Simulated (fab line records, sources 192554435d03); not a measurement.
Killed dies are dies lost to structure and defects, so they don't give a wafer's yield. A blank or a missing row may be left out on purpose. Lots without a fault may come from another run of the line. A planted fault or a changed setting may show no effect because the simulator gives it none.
A struck lot beside a sound one | flow n5_finfet | 35 steps out of a route of 1938
Sound: wafers L872.1, L872.5, L872.6. Struck: wafer L886.2. (L886.3, L886.5 of the same lot were not struck and are left out.) The cause comes at the end.
At each step with rows: each side's tool, then ch and its chambers, then its first start. Under that, the readings that differ: sound wafers | struck wafers | difference of the means | sigmas: that difference in standard deviations of wafers without a fault.
alike: readings whose means differ by less than 2 such deviations, and words and numbers that are the same on both sides. not compared: withheld readings, readings that some wafer has no value for, bounds like >300 that may hide the same value, and numbers for which the record gives no deviation and whose values overlap.
The two part at a step that has a row with sigmas, a row that says differs or no value, or rows on one side only. Numbers that don't overlap but have no deviation are shown without sigmas and don't part them. A reading that every wafer of one side lacks parts them only if that side has two wafers or more.

first, 11 steps without rows for these wafers: N5_BEOL_M8_HM_STRIP_39 (strips TiN in peroxide tin strip, target depth 25 nm, time 158 s); N5_BEOL_M8_SRD_40 (time 30 s); N5_BEOL_M8_PRECLEAN_42 (cleans in residue remover, time 60 s); N5_BEOL_M8_SRD_43 (time 30 s); N5_BEOL_M8_CURE_75 (cures SiCOH lowk, time 120 s); N5_BEOL_M8_DEGAS_44 (time 60 s); N5_BEOL_M8_PRE_CLEAN_45 (time 30 s); N5_BEOL_M8_ALD_77 (deposits TaN, target thk 2 nm, pulse time 2 s, purge time 3 s); N5_BEOL_M8_SURFACE_TREAT_79; N5_BEOL_M8_CVD_78 (deposits Co from CCTBA/H2, target thk 2 nm, time 142.3 s); N5_BEOL_M8_SPUTTER_48 (material Cu, target thk 10 nm, time 1.667 s).
N5_BEOL_M8_ECD_50: material Cu, target thk 300 nm.
  sound on ecd_cu-02 ch 0,1, day 11 09:47; struck on ecd_cu-02 ch 0,1, day 15 05:31
then, 22 steps without rows for these wafers: N5_BEOL_M8_ANNEAL_51 (time 90 s); N5_BEOL_M8_CMP_52 (polishes, stops on SiCOH lowk, t overpolish 6.9 s, target thk 80 nm); N5_BEOL_M8_PRE_CLEAN_55 (time 15 s); N5_BEOL_M8_DEP_56 (deposits SiCN from 3MS/NH3, target thk 10 nm, time 17.5 s); N5_BEOL_M9_ILD_DEP_00 (deposits SiCOH lowk from DEMS/porogen, target thk 308.51 nm, time 58 s); N5_BEOL_M9_CURE_71 (cures SiCOH lowk, time 240 s); N5_BEOL_M9_PECVD_70 (deposits SiO2 from TEOS/O2, target thk 20 nm, time 22.7 s); N5_BEOL_M9_HM_DEP_02 (deposits TiN, target thk 20 nm); N5_BEOL_M9_COAT_59 (time 60 s, resist thk 100 nm); N5_BEOL_M9_COAT_60 (time 60 s, resist thk 30 nm); N5_BEOL_M9_COAT_05 (resist thk 90 nm); N5_BEOL_M9_EBR_07; N5_BEOL_M9_SOFTBAKE_06 (time 60 s); N5_BEOL_M9_EXPOSE_08 (exposes mask M9); N5_BEOL_M9_PEB_09 (peb time 60 s); N5_BEOL_M9_DEVELOP_10 (develop time 30 s); N5_BEOL_M9_DESCUM_16 (chemistry O2, time 7.9 s); N5_BEOL_M9_ETCH_61 (etches SiARC in CF4, target depth 39 nm, time 65 s); N5_BEOL_M9_ETCH_62 (etches SOC in N2/H2, target depth 110 nm, overetch 22 nm, time 165 s); N5_BEOL_M9_STRIP_68 (strips in N2/H2); N5_BEOL_M9_STRIP_67 (strips in CF4); N5_BEOL_M9_HM_OPEN_17 (chemistry Cl2/BCl3, target TiN, target depth 20 nm, overetch 6 nm).
-- the record jumps here: 3 days lie between the struck wafers' starts before and after (it left off in module BEOL_M9 and takes up again in module PASSIVATION, whose first step shown is number 1936 of the route) --
N5_PASSIVATION_PROBE_49:
  the record has rows for the struck wafers here (prober-01, day 17 23:56) and none for the sound ones

WHERE THEY PART
Only at N5_PASSIVATION_PROBE_49, within this record.

WHY: what the simulator had put in
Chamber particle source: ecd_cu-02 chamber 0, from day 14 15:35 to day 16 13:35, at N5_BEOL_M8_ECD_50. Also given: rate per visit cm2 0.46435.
